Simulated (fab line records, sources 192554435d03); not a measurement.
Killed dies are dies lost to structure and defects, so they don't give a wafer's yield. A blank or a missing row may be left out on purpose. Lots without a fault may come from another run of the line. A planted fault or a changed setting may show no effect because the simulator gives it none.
Chamber matching | flow n5_finfet | N5_BEOL_M9_STRIP_36 on rie_diel-02: 4 sister chambers
The step strips in N2/H2. 14 wafers are shown with their chamber, then 7 later ones without.

WAFERS WITH THEIR CHAMBER
wafer  | chamber | drypump_motor_current_A (A) | showerhead_plenum_p_Torr (Torr) | throttle_valve_pct (%)
L077.1 | 1       | 6.3                         | 2.52                            | 23.7
L077.4 | 1       | 6.3                         | 2.52                            | 23.7
L077.6 | 2       | 5.6                         | 2.40                            | 23.6
L079.1 | 1       | 6.2                         | 2.52                            | 23.7
L079.2 | 2       | 5.6                         | 2.40                            | 23.6
L079.3 | 3       | 5.5                         | 2.65                            | 23.3
L084.2 | 2       | 5.6                         | 2.39                            | 23.6
L084.3 | 1       | 6.2                         | 2.52                            | 23.7
L084.4 | 0       | 5.3                         | 2.47                            | 23.7
L088.2 | 1       | 6.2                         | 2.51                            | 23.7
L088.4 | 3       | 5.5                         | 2.64                            | 23.3
L088.5 | 1       | 6.2                         | 2.51                            | 23.7
L090.3 | 0       | 5.3                         | 2.46                            | 23.8
L090.4 | 1       | 6.2                         | 2.51                            | 23.7

SIGNATURES (means of the wafers above)
reading                  | chamber 0 | chamber 1 | chamber 2 | chamber 3 | scatter within a chamber
drypump_motor_current_A  | 5.300     | 6.229     | 5.600     | 5.500     | 0.0378
showerhead_plenum_p_Torr | 2.4650    | 2.5157    | 2.3967    | 2.6450    | 0.00581
throttle_valve_pct       | 23.750    | 23.700    | 23.600    | 23.300    | 0.0224
Rule: a wafer's distance from a chamber is the root of the sum, over the readings, of the square of ((its reading less the chamber's mean) divided by the reading's scatter). The wafer belongs to the nearest chamber; if the next one is less than 2 further off, it can't be placed. The scatter: the root of (the sum of the squares of (reading less its chamber's mean) over the shown wafers, divided by (wafers less chambers)).

WAFERS WITHOUT THEIR CHAMBER
wafer  | drypump_motor_current_A (A) | showerhead_plenum_p_Torr (Torr) | throttle_valve_pct (%)
L090.6 | 5.6                         | 2.64                            | 23.3
L091.1 | 6.3                         | 2.51                            | 23.8
L091.5 | 5.5                         | 2.64                            | 23.3
L091.6 | 5.3                         | 2.46                            | 23.8
L096.1 | 6.2                         | 2.51                            | 23.8
L096.4 | 5.5                         | 2.63                            | 23.3
L096.5 | 6.2                         | 2.51                            | 23.8

WHICH CHAMBER EACH WENT THROUGH
wafer  | from the rows above | in truth
L090.6 | 3                   | 3
L091.1 | 1                   | 1
L091.5 | 3                   | 3
L091.6 | 0                   | 0
L096.1 | 1                   | 1
L096.4 | 3                   | 3
L096.5 | 1                   | 1
Placed correctly: 7 of 7. Can't be placed from these rows: 0. Placed wrongly: 0.
